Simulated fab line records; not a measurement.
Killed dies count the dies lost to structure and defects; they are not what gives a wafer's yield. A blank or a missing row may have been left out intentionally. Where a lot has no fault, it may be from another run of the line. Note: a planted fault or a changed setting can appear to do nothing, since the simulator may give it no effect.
Chamber matching | flow n5 finfet | N5_BEOL_M14_ETCH_67 on rie diel-06: 4 sister chambers
The step etches SiARC in CF4, target depth 143 nm, time 238.3 s. 8 wafers are shown with their chamber, then 9 later ones without.

== EACH WAFER AND ITS CHAMBER ==
wafer  | chamber | drypump motor current A (A) | etch rf on time s (s)
L078.1 | 0       | 6.0                         | 244
L082.2 | 3       | 5.8                         | 241
L082.6 | 0       | 6.0                         | 251
L086.2 | 2       | 5.6                         | 226
L086.5 | 1       | 5.8                         | 228
L091.4 | 1       | 5.7                         | 230
L091.5 | 2       | 5.6                         | 231
L091.6 | 3       | 5.7                         | 242

== WAFERS WITH NO CHAMBER GIVEN ==
wafer  | drypump motor current A (A) | etch rf on time s (s)
L095.2 | 5.7                         | 243
L095.4 | 5.6                         | 230
L095.5 | 5.6                         | 231
L094.1 | 5.8                         | 229
L094.3 | 5.6                         | 229
L094.6 | 5.8                         | 229
L097.1 | 6.0                         | 254
L097.4 | 5.7                         | 245
L097.6 | 6.0                         | 252

== WHICH CHAMBER EACH ONE RAN IN ==
wafer  | from the rows above | in truth
L095.2 | 3                   | 3
L095.4 | 2                   | 2
L095.5 | 2                   | 2
L094.1 | 1                   | 1
L094.3 | 2                   | 2
L094.6 | 1                   | 1
L097.1 | 0                   | 0
L097.4 | 3                   | 3
L097.6 | 0                   | 0
Correct placement for 9 of the 9. Left unplaced by these rows: 0. Wrongly placed: 0.
How it was worked out, from the rows above alone: a wafer's distance from a chamber is the root of the sum, over the readings, of the square of ((its reading less the chamber's mean) divided by the reading's scatter). If the next closest chamber is less than 2 further off than the closest, the wafer can't be placed; otherwise it belongs to the closest. Each chamber's mean is taken over the wafers shown for it. The scatter: the root of (the sum of the squares of (reading less its chamber's mean) over the shown wafers, divided by (wafers less chambers)).
